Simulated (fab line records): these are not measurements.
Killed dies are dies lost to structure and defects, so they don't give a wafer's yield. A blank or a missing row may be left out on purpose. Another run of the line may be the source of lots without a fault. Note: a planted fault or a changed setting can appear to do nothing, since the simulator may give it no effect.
fab line records    flow nand-harc
[record] lots = 24  wafers = 72  last-day = 34
route steps=1302 shown A_STAIRCASE@834 A_SGD_CUT@901
lots that met no fault: taken from a fault-free run of the same line
start-h: start of the lot's first displayed wafer, in hours after the record's first day    wait-h: how many hours have passed since the lot's step before this one    " repeats the value in the row above    L1.1+2: one row covering several wafers at once    - no value, or no start given    * or withheld: withheld    < > ~ a bound
route shown NAME@n: NAME is a module with steps in the file, n the number in the route of the first one    usual: mean and standard deviation over wafers with no fault    same: alike in all rows    chamber/n: place in a boat    sites: readings site by site    _std_site: standard deviation across them    _edge_site: outer sites' mean less inner sites'    radius-mm: for every site, how far away it sits from the centre of the wafer    mask NAME#n: copy n    behind: the most recent tool/chamber to have shaped the wafer    hold: what put the lot on hold/how long, in hours/how the hold closed    device: the n, p or np transistor that did not switch    end of line: tests of these same wafers at the route's end    a step without rows: its recipe alone    killed: dies lost to structure and defects at the first sort, not the wafer's yield    map: a wafer's dies, x killed, . not, _ none there
set.NAME: setting as actually run; set.NAME@STEP: the setting as run at that earlier step    model.NAME: the simulator's own value behind a step, which no gauge read
one table for each step of the route and one row for each wafer, over a sample of lots
services: a tool's chamber out of use, with start hour (start-h, from the record's first day; less than 0 if before it), hours out, and reason
[[steps]]
[step NHARC_A_STAIRCASE_ETCH_453]
[recipe] target-depth-a = 300  overetch-a = 30  time-s = 16.5  ion-energy-ev = 100  cf4-flow-sccm = 80  o2-flow-sccm = 20  ar-flow-sccm = 0  rf-w = 300  bias-w = 100  chemistry = CF4/O2
[usual] chamber-pressure-mTorr = 29.999/0.027  drypump-motor-current-A = 5.8/0.5  oes-product-au = 1.000/0.007  rf-vpp-V = 197.4/1.7  showerhead-plenum-p-Torr = 1.32/0.078  throttle-valve-pct = 13.398/0.0085
[same] time-s = 16.5
lot.wafer  tool         chamber  start-h  wait-h  chamber-pressure-mTorr  drypump-motor-current-A  oes-product-au  rf-hours-counter-h  rf-vpp-V  showerhead-plenum-p-Torr  throttle-valve-pct
L074.3     rie-diel-05  3        -        -       29.980                  6.4                      1.010           1                   194.7     1.25                      13.390
L074.4     "            0        "        "       30.005                  5.4                      1.013           1                   199.9     1.45                      13.389
L074.1     "            2        "        "       29.964                  6.3                      1.006           1                   196.2     1.24                      13.418
L075.2     rie-diel-06  1        -        -       30.038                  6.5                      1.005           30                  196.0     1.29                      13.408
L075.4     "            3        "        "       29.985                  5.5                      1.006           35                  197.4     1.25                      13.403
L075.1     "            0        "        "       30.039                  5.8                      1.003           33                  196.8     1.29                      13.395
L076.2     rie-diel-03  3        -        -       29.988                  5.5                      0.998           41                  199.2     1.33                      13.389
L076.1     "            0        "        "       30.042                  5.8                      0.994           44                  196.3     1.30                      13.401
L076.6     "            3        "        "       29.960                  5.5                      1.004           -                   197.0     1.33                      13.400
L077.4     rie-diel-03  3        -        -       30.030                  5.5                      0.995           43                  197.6     1.33                      13.392
L077.1     "            0        "        "       29.965                  5.8                      1.005           46                  197.8     1.30                      13.406
L077.3     "            1        "        "       29.970                  5.4                      1.004           44                  197.0     1.33                      13.404
L078.2     rie-diel-05  0        -        -       29.987                  5.4                      1.002           7                   202.3     1.44                      13.387
L078.3     "            2        "        "       30.022                  6.3                      0.991           8                   196.2     1.24                      13.392
L078.5     "            0        "        "       30.012                  5.4                      1.000           -                   200.7     1.44                      13.399
L079.3     rie-diel-05  2        -        -       30.021                  6.4                      0.999           10                  195.5     1.24                      13.409
L079.4     "            1        "        "       29.987                  5.0                      1.002           8                   199.7     1.43                      13.394
L079.6     "            3        "        "       30.007                  6.4                      0.987           -                   196.2     1.25                      13.394
L080.4     rie-diel-05  0        -        -       30.026                  5.4                      0.995           8                   201.9     1.44                      13.388
L080.6     "            2        "        "       29.961                  6.3                      0.991           -                   194.7     1.24                      13.399
L080.5     "            3        "        "       30.021                  6.4                      1.000           -                   196.9     1.25                      13.390
L081.1     rie-diel-05  1        -        -       30.025                  4.9                      1.005           11                  198.6     1.43                      13.400
L081.2     "            2        "        "       30.022                  6.4                      0.997           12                  195.8     1.24                      13.382
L081.5     "            0        "        "       30.001                  5.4                      1.008           -                   199.8     1.44                      13.395
L082.2     rie-diel-05  0        -        -       29.968                  5.4                      0.996           16                  199.6     1.44                      13.394
L082.3     "            2        "        "       30.014                  6.4                      0.987           20                  194.6     1.24                      13.406
L082.5     "            3        "        "       30.001                  6.4                      0.995           -                   197.3     1.25                      13.394
L083.3     rie-diel-03  3        -        -       29.959                  5.5                      1.012           9                   197.5     1.33                      13.401
L083.1     "            1        "        "       30.016                  5.4                      0.987           8                   197.5     1.33                      13.409
L083.5     "            3        "        "       29.965                  5.5                      1.005           -                   196.6     1.33                      13.403
L084.3     rie-diel-03  0        -        -       29.925                  5.8                      1.000           14                  196.5     1.29                      13.384
L084.2     "            3        "        "       30.031                  5.5                      0.998           14                  196.8     1.32                      13.402
L084.6     "            0        "        "       29.985                  5.8                      0.995           -                   196.9     1.29                      13.407
L085.2     rie-diel-05  0        -        -       30.026                  5.4                      0.994           33                  199.8     1.44                      13.394
L085.3     "            1        "        "       30.051                  4.9                      0.997           24                  198.9     1.43                      13.375
L085.6     "            0        "        "       30.004                  5.4                      1.005           -                   199.8     1.44                      13.404
L086.1     rie-diel-03  1        -        -       29.967                  5.4                      0.989           12                  198.2     1.33                      13.409
L086.6     "            0        "        "       30.000                  5.8                      1.006           -                   196.5     1.29                      13.381
L086.5     "            1        "        "       30.010                  5.4                      0.994           -                   197.6     1.33                      13.399
L087.2     rie-diel-06  2        -        -       30.034                  5.8                      1.001           3                   198.7     1.36                      13.411
L087.1     "            1        "        "       29.997                  6.5                      1.010           4                   196.7     1.29                      13.403
L087.5     "            3        "        "       30.024                  5.5                      1.006           -                   195.2     1.24                      13.405
L088.1     rie-diel-05  0        -        -       29.983                  5.4                      1.003           42                  198.6     1.44                      13.410
L088.2     "            1        "        "       30.062                  4.9                      1.007           32                  199.1     1.43                      13.416
L088.4     "            3        "        "       30.026                  6.4                      1.015           44                  197.8     1.24                      13.376
L089.3     rie-diel-06  2        -        -       30.067                  5.8                      1.000           10                  197.6     1.35                      13.402
L089.4     "            1        "        "       30.027                  6.5                      0.997           10                  196.2     1.28                      13.400
L089.5     "            2        "        "       30.014                  5.8                      0.998           -                   198.8     1.35                      13.402
L091.3     rie-diel-05  1        -        -       30.009                  5.0                      1.001           48                  200.1     1.42                      13.410
L091.6     "            3        "        "       30.016                  6.4                      1.004           -                   195.1     1.24                      13.402
L091.5     "            0        "        "       29.969                  5.4                      0.999           -                   198.7     1.43                      13.402
L090.3     rie-diel-05  0        -        -       30.023                  5.4                      1.011           58                  201.5     1.43                      13.399
L090.2     "            1        "        "       30.021                  4.9                      1.001           48                  199.0     1.42                      13.399
L090.5     "            0        "        "       29.955                  5.4                      1.008           -                   198.1     1.43                      13.395
L092.4     rie-diel-05  2        -        -       30.007                  6.4                      1.002           69                  195.3     1.23                      13.402
L092.2     "            3        "        "       29.947                  6.4                      1.011           66                  196.1     1.23                      13.394
L092.5     "            1        "        "       29.977                  5.0                      0.990           -                   199.8     1.42                      13.396
L093.2     rie-diel-05  3        -        -       29.926                  6.4                      0.997           67                  195.8     1.23                      13.395
L093.4     "            1        "        "       29.963                  4.9                      0.995           54                  197.3     1.42                      13.400
L093.6     "            3        "        "       29.983                  6.4                      1.012           -                   196.4     1.23                      13.395
L094.3     rie-diel-06  2        -        -       30.025                  5.8                      1.002           25                  198.3     1.35                      13.412
L094.4     "            0        "        "       30.027                  5.8                      0.998           22                  198.2     1.28                      13.390
L094.5     "            3        "        "       29.988                  5.5                      1.010           -                   196.6     1.24                      13.403
L095.2     rie-diel-06  1        -        -       29.991                  6.5                      0.997           35                  196.7     1.28                      13.410
L095.1     "            0        "        "       30.010                  5.8                      1.000           29                  197.0     1.28                      13.412
L095.5     "            2        "        "       29.985                  5.8                      0.988           -                   198.3     1.35                      13.402
L096.3     rie-diel-05  3        -        -       30.008                  6.4                      0.998           6                   199.6     1.44                      13.397
L096.1     "            2        "        "       30.003                  6.3                      0.996           6                   200.2     1.44                      13.394
L096.5     "            0        "        "       29.980                  5.4                      0.998           -                   199.1     1.43                      13.392
L097.3     rie-diel-06  2        -        -       29.974                  5.8                      1.000           39                  198.5     1.35                      13.414
L097.2     "            1        "        "       30.004                  6.5                      0.998           44                  195.6     1.28                      13.403
L097.6     "            1        "        "       29.995                  6.5                      1.001           -                   195.1     1.28                      13.391
[step NHARC_A_STAIRCASE_DEP_322]
[recipe] target-thk-a = 72000  temp-c = 400  target-thk-nm = 7200  teos-flow-sccm = 200  rf-w = 500  material = SiO2
[usual] heater-power-w = 619/110
lot.wafer  tool      chamber  start-h  wait-h  heater-power-w
L074.1     pecvd-01  2        438.94   0.1     574
L074.3     "         1        "        "       768
L074.4     "         2        "        "       464
L075.1     pecvd-03  2        439.24   0.4     577
L075.2     "         0        "        "       503
L075.4     "         1        "        "       720
L076.2     pecvd-02  0        446.64   0.1     776
L076.1     "         2        "        "       544
L076.6     "         1        "        "       521
L077.1     pecvd-02  2        453.41   0.2     560
L077.3     "         0        "        "       790
L077.4     "         2        "        "       539
L078.2     pecvd-01  0        459.22   0.1     619
L078.3     "         1        "        "       720
L078.5     "         0        "        "       587
L079.3     pecvd-02  2        468.50   0.3     586
L079.6     "         2        "        "       531
L079.4     "         0        "        "       716
L080.5     pecvd-01  2        468.53   0.3     471
L080.6     "         0        "        "       599
L080.4     "         1        "        "       636
L081.2     pecvd-03  2        478.63   0.2     621
L081.1     "         0        "        "       528
L081.5     "         1        "        "       736
L082.3     pecvd-02  0        493.97   0.2     871
L082.2     "         1        "        "       587
L082.5     "         1        "        "       527
L083.1     pecvd-02  2        510.14   0.1     640
L083.3     "         1        "        "       593
L083.5     "         2        "        "       529
L085.3     pecvd-01  2        518.61   0.1     544
L085.2     "         0        "        "       652
L085.6     "         2        "        "       479
L084.2     pecvd-02  1        518.61   0.1     668
L084.3     "         2        "        "       554
L084.6     "         0        "        "       720
L086.1     pecvd-02  2        525.44   0.3     540
L086.6     "         1        "        "       540
L086.5     "         0        "        "       715
L087.1     pecvd-02  0        534.77   0.2     849
L087.2     "         1        "        "       578
L087.5     "         1        "        "       529
L088.1     pecvd-02  0        548.75   0.2     827
L088.2     "         1        "        "       663
L088.4     "         0        "        "       715
L089.3     pecvd-02  0        557.13   0.2     868
L089.5     "         0        "        "       695
L089.4     "         1        "        "       521
L091.3     pecvd-01  1        581.98   0.1     718
L091.6     "         2        "        "       467
L091.5     "         0        "        "       553
L090.2     pecvd-03  1        588.54   0.1     659
L090.3     "         2        "        "       687
L090.5     "         0        "        "       478
L093.2     pecvd-01  0        604.05   0.1     667
L093.4     "         1        "        "       605
L093.6     "         2        "        "       471
L094.3     pecvd-03  0        604.23   0.3     501
L094.4     "         2        "        "       576
L094.5     "         0        "        "       480
L092.2     pecvd-02  0        604.23   0.3     842
L092.5     "         1        "        "       549
L092.4     "         2        "        "       506
L095.2     pecvd-02  2        630.23   0.2     572
L095.1     "         0        "        "       887
L095.5     "         0        "        "       721
L096.1     pecvd-01  2        635.51   0.1     531
L096.3     "         1        "        "       669
L096.5     "         2        "        "       485
L097.2     pecvd-01  0        649.40   0.1     636
L097.3     "         1        "        "       736
L097.6     "         0        "        "       553
[step NHARC_A_STAIRCASE_CMP_152]
[usual] motor-current-A = 12.0/0.97
lot.wafer  tool    chamber  start-h  wait-h  motor-current-A
L074.3     cmp-03  2        463.24   0.1     9.9
L074.1     "       3        "        "       10.8
L074.4     "       1        "        "       12.7
L075.2     cmp-04  0        463.54   0.1     12.1
L075.1     "       1        "        "       11.2
L075.4     "       2        "        "       12.2
L076.2     cmp-03  2        472.13   0.1     10.5
L076.1     "       0        "        "       12.4
L076.6     "       1        "        "       12.1
L077.4     cmp-03  0        478.34   0.1     12.2
L077.3     "       1        "        "       12.5
L077.1     "       2        "        "       9.8
L078.2     cmp-04  0        481.63   0.1     11.8
L078.3     "       1        "        "       10.9
L078.5     "       3        "        "       12.0
L080.4     cmp-01  3        497.06   0.1     13.0
L080.6     "       3        "        "       12.8
L080.5     "       0        "        "       11.5
L079.3     cmp-03  3        497.42   0.1     11.0
L079.4     "       0        "        "       11.9
L079.6     "       3        "        "       11.0
L081.2     cmp-04  2        511.51   0.1     11.5
L081.1     "       1        "        "       10.9
L081.5     "       2        "        "       11.9
L082.3     cmp-04  1        522.55   0.1     11.0
L082.2     "       3        "        "       11.9
L082.5     "       1        "        "       11.4
L083.3     cmp-04  3        534.07   0.1     11.9
L083.1     "       0        "        "       11.4
L083.5     "       2        "        "       11.5
L084.2     cmp-03  3        543.58   0.1     10.0
L084.3     "       0        "        "       12.7
L084.6     "       3        "        "       11.1
L086.1     cmp-04  2        544.00   0.1     11.7
L086.6     "       2        "        "       12.3
L086.5     "       3        "        "       11.2
L085.3     cmp-01  1        544.02   0.1     12.8
L085.2     "       3        "        "       13.2
L085.6     "       2        "        "       13.5
L087.1     cmp-01  0        561.14   0.1     11.8
L087.2     "       1        "        "       12.8
L087.5     "       3        "        "       13.0
L088.2     cmp-01  3        572.94   0.1     13.1
L088.1     "       0        "        "       10.7
L088.4     "       2        "        "       13.6
L089.4     cmp-01  3        582.35   0.1     13.1
L089.3     "       0        "        "       11.1
L089.5     "       2        "        "       13.8
L091.3     cmp-03  1        606.97   0.1     12.2
L091.5     "       3        "        "       10.8
L091.6     "       0        "        "       11.9
L090.3     cmp-04  1        607.31   0.1     11.4
L090.2     "       0        "        "       12.4
L090.5     "       1        "        "       11.3
L094.4     cmp-04  1        625.44   0.1     11.2
L094.3     "       2        "        "       12.3
L094.5     "       0        "        "       12.3
L093.4     cmp-01  2        625.61   0.1     13.6
L093.2     "       3        "        "       13.0
L093.6     "       2        "        "       13.2
L092.2     cmp-01  3        625.79   0.1     12.6
L092.4     "       1        "        "       12.7
L092.5     "       0        "        "       11.4
L095.2     cmp-01  3        654.34   0.1     13.3
L095.1     "       0        "        "       11.6
L095.5     "       2        "        "       14.2
L096.1     cmp-01  0        658.42   0.1     11.8
L096.3     "       2        "        "       13.6
L096.5     "       3        "        "       13.1
L097.2     cmp-01  1        674.33   0.1     12.8
L097.3     "       2        "        "       14.0
L097.6     "       1        "        "       12.4
[step NHARC_A_SGD_CUT_CD_MEAS_09]
[recipe] target-cd-nm = 100  landing-energy-ev = 500
[usual] cd-nm = 100.0/0.45
lot.wafer  tool       chamber  start-h  wait-h  cd-nm
L074.1     cd-sem-03  0        465.78   -       99.4
L074.3     "          0        "        "       99.8
L074.4     "          0        "        "       99.6
L075.1     cd-sem-01  0        466.07   -       99.3
L075.2     "          0        "        "       99.5
L075.4     "          0        "        "       99.4
L076.1     cd-sem-03  0        474.74   -       99.4
L076.2     "          0        "        "       100.5
L076.6     "          0        "        "       99.8
L077.1     cd-sem-01  0        480.85   -       99.9
L077.3     "          0        "        "       99.3
L077.4     "          0        "        "       99.5
L078.2     cd-sem-03  0        484.14   -       100.5
L078.3     "          0        "        "       100.2
L078.5     "          0        "        "       99.7
L080.4     cd-sem-01  0        499.81   -       100.0
L080.5     "          0        "        "       99.8
L080.6     "          0        "        "       100.3
L079.3     cd-sem-03  0        499.86   -       100.7
L079.4     "          0        "        "       100.3
L079.6     "          0        "        "       100.9
L081.1     cd-sem-03  0        514.30   -       100.1
L081.2     "          0        "        "       99.4
L081.5     "          0        "        "       99.9
L082.2     cd-sem-03  0        525.06   -       100.1
L082.3     "          0        "        "       100.0
L082.5     "          0        "        "       100.1
L083.1     cd-sem-01  0        536.55   -       99.7
L083.3     "          0        "        "       99.8
L083.5     "          0        "        "       100.1
L084.2     cd-sem-01  0        546.01   -       99.8
L084.3     "          0        "        "       100.6
L084.6     "          0        "        "       100.2
L086.1     cd-sem-02  0        546.51   -       99.6
L086.5     "          0        "        "       100.2
L086.6     "          0        "        "       99.8
L085.2     cd-sem-01  0        546.55   -       99.7
L085.3     "          0        "        "       100.4
L085.6     "          0        "        "       100.0
L087.1     cd-sem-03  0        563.64   -       101.2
L087.2     "          0        "        "       100.8
L087.5     "          0        "        "       100.6
L088.1     cd-sem-01  0        575.31   -       99.5
L088.2     "          0        "        "       99.9
L088.4     "          0        "        "       99.7
L089.3     cd-sem-03  0        584.72   -       100.0
L089.4     "          0        "        "       99.7
L089.5     "          0        "        "       100.3
L091.3     cd-sem-01  0        609.64   -       100.5
L091.5     "          0        "        "       99.9
L091.6     "          0        "        "       100.2
L090.2     cd-sem-03  0        609.85   -       99.4
L090.3     "          0        "        "       100.3
L090.5     "          0        "        "       99.5
L094.3     cd-sem-03  0        628.09   -       99.8
L094.4     "          0        "        "       100.1
L094.5     "          0        "        "       100.1
L093.2     cd-sem-02  0        628.26   -       99.9
L093.4     "          0        "        "       100.0
L093.6     "          0        "        "       99.6
L092.2     cd-sem-03  0        628.41   -       100.7
L092.4     "          0        "        "       101.2
L092.5     "          0        "        "       100.8
L095.1     cd-sem-03  0        656.82   -       99.2
L095.2     "          0        "        "       99.3
L095.5     "          0        "        "       99.4
L096.1     cd-sem-03  0        660.87   -       99.8
L096.3     "          0        "        "       99.5
L096.5     "          0        "        "       99.6
L097.2     cd-sem-03  0        676.84   -       100.2
L097.3     "          0        "        "       100.2
L097.6     "          0        "        "       100.0
[step NHARC_A_SGD_CUT_ETCH_16]
[recipe] target-depth-a = 3105  time-s = 155.2  c4f8-flow-sccm = withheld  o2-flow-sccm = 8  ar-flow-sccm = withheld  rf-w = 600  bias-w = 800  chemistry = C4F8/O2/Ar
[usual] chamber-pressure-mTorr = 24.997/0.023  oes-product-au = 0.971/0.011  rf-vpp-V = 724/3.7
[same] time-s = 155.2
lot.wafer  tool         chamber  start-h  wait-h  chamber-pressure-mTorr  oes-product-au  rf-hours-counter-h  rf-vpp-V
L074.1     rie-diel-12  2        -        -       24.988                  0.947           1                   723
L074.4     "            3        "        "       24.973                  0.972           1                   728
L074.3     "            0        "        "       25.020                  0.962           1                   729
L075.2     rie-diel-10  1        -        -       24.967                  0.979           2                   729
L075.1     "            3        "        "       25.035                  0.966           2                   720
L075.4     "            0        "        "       24.996                  0.983           2                   722
L076.2     rie-diel-10  3        -        -       25.018                  0.975           2                   720
L076.1     "            0        "        "       24.999                  0.962           2                   722
L076.6     "            0        "        "       24.973                  0.978           -                   722
L077.1     rie-diel-01  1        -        -       24.965                  0.982           4                   720
L077.3     "            0        "        "       24.996                  0.986           4                   725
L077.4     "            1        "        "       25.038                  0.985           -                   721
L078.3     rie-diel-12  2        -        -       25.050                  0.974           3                   723
L078.2     "            0        "        "       25.024                  0.959           3                   728
L078.5     "            2        "        "       24.992                  0.966           -                   722
L080.5     rie-diel-12  1        -        -       24.990                  0.957           -                   724
L080.4     "            2        "        "       24.984                  0.956           -                   725
L080.6     "            0        "        "       24.971                  0.959           -                   730
L079.3     rie-diel-12  1        -        -       25.005                  0.974           5                   723
L079.4     "            0        "        "       25.006                  0.964           -                   730
L079.6     "            1        "        "       25.018                  0.971           -                   725
L081.1     rie-diel-10  0        -        -       24.984                  0.976           4                   723
L081.2     "            1        "        "       24.984                  0.974           5                   730
L081.5     "            1        "        "       25.009                  0.972           -                   728
L082.3     rie-diel-10  1        -        -       24.980                  0.972           5                   731
L082.2     "            2        "        "       24.984                  0.971           5                   724
L082.5     "            1        "        "       24.993                  0.985           -                   729
L083.1     rie-diel-10  1        -        -       24.971                  0.984           6                   730
L083.3     "            2        "        "       25.011                  0.961           6                   725
L083.5     "            1        "        "       24.998                  0.971           -                   729
L084.2     rie-diel-01  0        -        -       25.002                  0.984           6                   723
L084.3     "            3        "        "       25.027                  0.972           6                   729
L084.6     "            0        "        "       24.994                  0.979           -                   724
L086.1     rie-diel-01  1        -        -       24.975                  0.965           6                   722
L086.6     "            0        "        "       25.001                  0.962           -                   723
L086.5     "            1        "        "       24.991                  0.948           -                   721
L085.3     rie-diel-12  0        -        -       24.999                  0.951           9                   729
L085.2     "            2        "        "       25.027                  0.971           9                   722
L085.6     "            1        "        "       24.984                  0.961           -                   725
L087.2     rie-diel-10  0        -        -       25.041                  0.978           8                   722
L087.1     "            1        "        "       25.007                  0.983           8                   729
L087.5     "            2        "        "       24.974                  0.989           -                   726
L088.1     rie-diel-12  2        -        -       24.987                  0.967           11                  722
L088.2     "            3        "        "       24.958                  0.962           10                  727
L088.4     "            0        "        "       24.991                  0.979           12                  727
L089.4     rie-diel-10  0        -        -       25.032                  0.977           9                   724
L089.3     "            3        "        "       25.011                  0.961           8                   722
L089.5     "            0        "        "       25.010                  0.969           -                   721
L091.3     rie-diel-12  2        -        -       24.997                  0.961           15                  724
L091.6     "            3        "        "       25.041                  0.978           -                   727
L091.5     "            0        "        "       25.018                  0.954           -                   730
L090.3     rie-diel-10  0        -        -       25.015                  0.993           0                   721
L090.2     "            1        "        "       24.959                  0.967           0                   730
L090.5     "            3        "        "       24.944                  0.976           -                   722
L094.4     rie-diel-10  0        -        -       25.020                  0.973           2                   720
L094.3     "            1        "        "       24.994                  0.982           1                   729
L094.5     "            0        "        "       25.039                  0.984           -                   721
L093.4     rie-diel-01  0        -        -       25.020                  0.995           3                   726
L093.2     "            2        "        "       24.999                  0.950           3                   715
L093.6     "            3        "        "       25.029                  0.960           -                   730
L092.2     rie-diel-01  1        -        -       24.972                  0.976           3                   722
L092.4     "            3        "        "       24.996                  0.963           3                   728
L092.5     "            1        "        "       24.989                  0.977           -                   720
L095.2     rie-diel-10  1        -        -       24.950                  0.938           3                   729
L095.1     "            2        "        "       24.984                  0.957           3                   724
L095.5     "            0        "        "       25.005                  0.946           -                   724
L096.1     rie-diel-10  3        -        -       25.004                  0.976           4                   721
L096.3     "            0        "        "       25.018                  0.980           4                   723
L096.5     "            2        "        "       24.998                  0.984           -                   724
L097.3     rie-diel-12  1        -        -       24.994                  0.980           4                   723
L097.2     "            2        "        "       24.974                  0.981           4                   724
L097.6     "            2        "        "       24.976                  0.982           -                   723
[step NHARC_A_SGD_CUT_CMP_21]
[recipe] target-thk-nm = 148.19
[usual] motor-current-A = 11.8/1.2  time-to-endpoint-s = 50/3.1
lot.wafer  tool    chamber  start-h  wait-h  motor-current-A  time-to-endpoint-s
L075.4     cmp-02  1        472.52   0.4     11.5             45
L075.2     "       2        "        "       9.8              50
L075.1     "       3        "        "       11.4             49
L074.4     cmp-01  0        472.62   0.5     11.7             52
L074.1     "       1        "        "       12.5             52
L074.3     "       2        "        "       14.1             48
L076.1     cmp-03  0        481.07   0.4     12.9             50
L076.2     "       1        "        "       11.9             53
L076.6     "       0        "        "       12.0             51
L077.4     cmp-01  1        489.40   0.4     12.9             50
L077.3     "       2        "        "       14.0             46
L077.1     "       3        "        "       13.3             49
L078.3     cmp-03  1        489.44   0.4     12.4             56
L078.2     "       3        "        "       10.9             53
L078.5     "       1        "        "       12.5             53
L080.4     cmp-02  1        506.28   0.4     11.0             51
L080.6     "       0        "        "       13.4             54
L080.5     "       1        "        "       11.6             52
L079.4     cmp-03  0        506.31   0.4     12.4             51
L079.3     "       1        "        "       12.1             49
L079.6     "       2        "        "       10.4             50
L081.2     cmp-03  2        520.28   0.4     9.9              53
L081.1     "       3        "        "       11.2             49
L081.5     "       1        "        "       12.3             51
L082.3     cmp-03  3        531.14   0.4     10.5             43
L082.2     "       2        "        "       10.1             47
L082.5     "       0        "        "       12.1             44
L083.1     cmp-02  1        542.67   0.4     10.9             48
L083.3     "       2        "        "       10.4             48
L083.5     "       1        "        "       10.7             46
L086.1     cmp-02  3        552.46   0.4     11.7             47
L086.6     "       3        "        "       11.0             49
L086.5     "       0        "        "       13.2             52
L085.2     cmp-03  3        552.48   0.4     10.4             50
L085.3     "       1        "        "       12.5             52
L085.6     "       2        "        "       10.1             54
L084.2     cmp-01  0        552.51   0.4     11.3             49
L084.3     "       1        "        "       12.6             50
L084.6     "       3        "        "       13.2             50
L087.2     cmp-01  2        571.67   0.4     13.8             51
L087.1     "       3        "        "       13.6             53
L087.5     "       1        "        "       12.5             52
L088.4     cmp-02  3        581.42   0.4     10.8             50
L088.1     "       0        "        "       12.8             50
L088.2     "       1        "        "       11.3             49
L089.4     cmp-03  3        590.70   0.4     10.9             43
L089.3     "       1        "        "       11.9             46
L089.5     "       3        "        "       10.2             45
L090.3     cmp-02  3        615.94   0.4     10.9             51
L090.2     "       1        "        "       12.3             51
L090.5     "       0        "        "       13.1             53
L091.3     cmp-03  3        616.02   0.4     10.5             45
L091.5     "       0        "        "       12.4             45
L091.6     "       1        "        "       12.5             46
L093.2     cmp-03  0        634.19   0.4     12.2             51
L093.4     "       1        "        "       12.1             51
L093.6     "       0        "        "       13.1             53
L094.3     cmp-01  2        634.21   0.4     13.3             49
L094.4     "       0        "        "       11.8             47
L094.5     "       2        "        "       13.5             47
L092.2     cmp-02  2        634.24   0.4     9.8              53
L092.4     "       3        "        "       11.3             55
L092.5     "       0        "        "       13.1             55
L095.1     cmp-03  1        662.80   0.4     12.0             49
L095.2     "       3        "        "       10.5             49
L095.5     "       1        "        "       12.1             52
L096.1     cmp-02  3        668.01   0.5     11.0             51
L096.3     "       1        "        "       10.9             54
L096.5     "       2        "        "       10.2             57
L097.3     cmp-03  3        682.92   0.4     10.9             45
L097.2     "       0        "        "       12.5             45
L097.6     "       3        "        "       10.7             45
[[services]]
tool         chamber  start-h  hours  kind
cmp-01       -        393.57   10.2   repair
rie-diel-05  -        406.68   9.0    pm
pecvd-02     -        408.11   13.0   pm
rie-diel-10  -        419.59   9.0    pm
cmp-03       -        422.33   0.3    repair
rie-diel-05  3        422.64   4.2    repair
cmp-01       -        430.31   0.6    repair
cmp-03       -        456.00   4.0    pm
cmp-01       -        479.50   4.0    pm
cmp-01       -        550.54   1.4    repair
cmp-03       -        553.58   16.1   repair
cmp-01       -        577.50   4.0    pm
rie-diel-05  -        583.68   9.0    pm
pecvd-02     -        589.11   13.0   pm
rie-diel-10  -        596.59   9.0    pm
cmp-03       -        613.90   1.1    repair
pecvd-02     0        614.44   12.6   repair
rie-diel-05  0        637.01   11.8   repair
cmp-01       -        658.57   0.9    repair
cmp-03       -        663.61   0.3    repair
rie-diel-10  2        665.03   3.1    repair
cmp-03       -        667.64   4.0    pm
cmp-01       -        669.62   2.6    repair
cmp-01       -        675.50   4.0    pm
[[key]]
fault none
